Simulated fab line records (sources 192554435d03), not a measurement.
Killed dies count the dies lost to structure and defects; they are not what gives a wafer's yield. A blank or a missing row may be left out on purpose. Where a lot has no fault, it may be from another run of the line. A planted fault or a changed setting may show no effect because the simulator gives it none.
Which of the tools did it? -- flow n5 finfet -- 23 lots, 69 wafers sampled, at 2 steps of a route of 1938

## WHAT THE GAUGES READ, wafer by wafer
N5_BEOL_M4_CD_MEAS_18: pitch 36 nm, target cd 18 nm. Usual: 18.00 nm for cd nm, sd 0.3.
lot,measured,on,cd nm (nm),flag
L074,day 7 14:59,cd sem-02,17.97 18.12 18.07,
L075,day 7 16:46,cd sem-03,17.41 17.87 17.87,
L076,day 8 07:10,cd sem-03,18.22 17.93 18.15,
L079,day 8 15:35,cd sem-02,17.80 18.50 18.26,
L077,day 8 15:49,cd sem-02,17.92 17.86 17.93,
L078,day 8 22:05,cd sem-01,18.03 18.26 18.44,
L080,day 9 03:19,cd sem-03,18.45 18.06 18.14,
L081,day 9 10:33,cd sem-01,17.63 18.18 18.52,
L082,day 9 20:55,cd sem-01,17.73 17.77 17.77,
L083,day 10 11:10,cd sem-03,18.30 17.84 18.28,
L084,day 10 16:01,cd sem-01,17.93 17.62 17.83,
L085,day 10 21:08,cd sem-03,18.35 18.42 18.15,
L086,day 10 21:11,cd sem-02,18.18 17.42 17.78,
L088,day 11 05:05,cd sem-02,17.59 17.67 17.63,
L090,day 11 15:55,cd sem-02,17.96 18.05 17.76,
L089,day 11 16:28,cd sem-03,18.01 18.41 17.73,
L091,day 12 05:59,cd sem-01,18.05 18.38 17.41,
L092,day 12 06:57,cd sem-02,17.71 18.10 17.86,
L094,day 12 15:32,cd sem-01,18.02 18.02 18.17,
L093,day 12 16:11,cd sem-03,18.48 18.30 18.40,
L095,day 13 06:43,cd sem-02,18.00 17.81 17.88,
L096,day 13 09:05,cd sem-02,18.33 17.63 17.16,
L097,day 13 17:35,cd sem-02,17.96 17.89 17.91,

## EACH LOT AND THE TOOL THAT RAN IT (in order: tool; ch and the chambers of the sampled wafers; start)
lot,N5_BEOL_M4_DESCUM_16
L074,"rie diel-06 ch 0,1,3, day 7 14:22"
L075,"rie diel-06 ch 0,3, day 7 16:07"
L076,"rie diel-05 ch 0,1,2, day 8 06:43"
L079,"rie diel-06 ch 0,2, day 8 15:06"
L077,"rie diel-05 ch 0,2,3, day 8 15:23"
L078,"rie diel-02 ch 0,2,3, day 8 21:39"
L080,"rie diel-05 ch 1,3, day 9 02:51"
L081,"rie diel-02 ch 0,1, day 9 10:07"
L082,"rie diel-06 ch 2,3, day 9 20:26"
L083,"rie diel-06 ch 0,1, day 10 10:44"
L084,"rie diel-05 ch 0,1,3, day 10 15:31"
L085,"rie diel-05 ch 1,2, day 10 20:35"
L086,"rie diel-06 ch 1,2,3, day 10 20:39"
L088,"rie diel-02 ch 0,1,2, day 11 04:20"
L090,"rie diel-06 ch 1,2,3, day 11 15:26"
L089,"rie diel-02 ch 1,2,3, day 11 15:38"
L091,"rie diel-02 ch 2,3, day 12 05:27"
L092,"rie diel-05 ch 0,2, day 12 06:30"
L094,"rie diel-02 ch 0,1,2, day 12 15:05"
L093,"rie diel-02 ch 0,2,3, day 12 15:34"
L095,"rie diel-05 ch 0,1,2, day 13 06:17"
L096,"rie diel-02 ch 0,1,3, day 13 08:38"
L097,"rie diel-02 ch 1,2,3, day 13 17:04"
- N5_BEOL_M4_DESCUM_16: chemistry O2, time 7 s.

## WHAT THE TOOLS THEMSELVES READ (means of the sampled wafers that have a number; where no wafer has one, the mark that the record gives instead)
N5_BEOL_M4_DESCUM_16. Usual: drypump motor current A 5.7 A, standard deviation 0.48; oes product au 0.79 a.u., standard deviation 0.099; rf vpp V 243.7 V, standard deviation 1.5; showerhead plenum p Torr 2.12 Torr, standard deviation 0.079; temp c 40.00 C, standard deviation 0.12; throttle valve pct 20.42 %, standard deviation 0.27.
lot,tool,drypump motor current A (A),oes product au (a.u.),rf vpp V (V),showerhead plenum p Torr (Torr),temp c (C),throttle valve pct (%),flag
L074,rie diel-06,5.8,0.76,243.5,2.08,39.96,20.67,
L075,rie diel-06,5.8,0.76,243.4,2.12,39.94,20.64,
L076,rie diel-05,5.5,0.89,243.3,2.13,39.88,20.31,
L079,rie diel-06,5.3,0.70,242.5,2.03,40.05,20.85,
L077,rie diel-05,5.4,0.84,245.2,2.14,40.00,20.21,
L078,rie diel-02,6.0,0.71,243.8,2.11,40.04,20.37,
L080,rie diel-05,5.1,0.77,244.8,2.13,40.08,20.60,
L081,rie diel-02,6.5,0.79,243.4,2.17,40.02,20.21,
L082,rie diel-06,5.5,0.82,244.7,2.14,39.99,20.44,
L083,rie diel-06,5.8,0.77,243.6,2.12,40.01,20.78,
L084,rie diel-05,5.3,0.79,242.9,2.10,39.95,20.39,
L085,rie diel-05,5.4,0.85,245.0,2.19,39.93,20.43,
L086,rie diel-06,5.6,0.83,242.9,2.14,39.93,20.57,
L088,rie diel-02,6.3,0.74,244.8,2.15,40.02,20.31,
L090,rie diel-06,5.6,0.82,243.4,2.14,40.10,20.58,
L089,rie diel-02,6.1,0.81,244.1,2.14,39.89,20.26,
L091,rie diel-02,5.8,0.78,243.7,2.12,40.02,20.34,
L092,rie diel-05,5.6,0.85,244.1,2.16,40.10,20.22,
L094,rie diel-02,6.3,0.72,243.3,2.14,40.00,20.33,
L093,rie diel-02,6.0,0.78,243.7,2.09,40.08,20.30,
L095,rie diel-05,5.5,0.83,242.8,2.12,40.06,20.38,
L096,rie diel-02,6.2,0.79,243.3,2.11,39.95,20.23,
L097,rie diel-02,6.1,0.79,243.8,2.14,39.95,20.29,

## THE ANSWER, worked out from the rows above alone
Rule: lot off if the mean of its wafers having a number is beyond 3 standard deviations from the usual mean. Also off: a lot with no number at a reading for which 4 or more lots have one. The other lots that the step has rows for count as sound. Order of review: gauges by route order, followed by the tools' own readings, for which a lot's mean as printed above is used. At the first step where some lot is off, the reading lying furthest off is the one used; lots without a number count as furthest.
Nothing can be told from this: no lot is off at any reading shown.

## WHAT HAD BEEN PUT IN BY THE SIMULATOR
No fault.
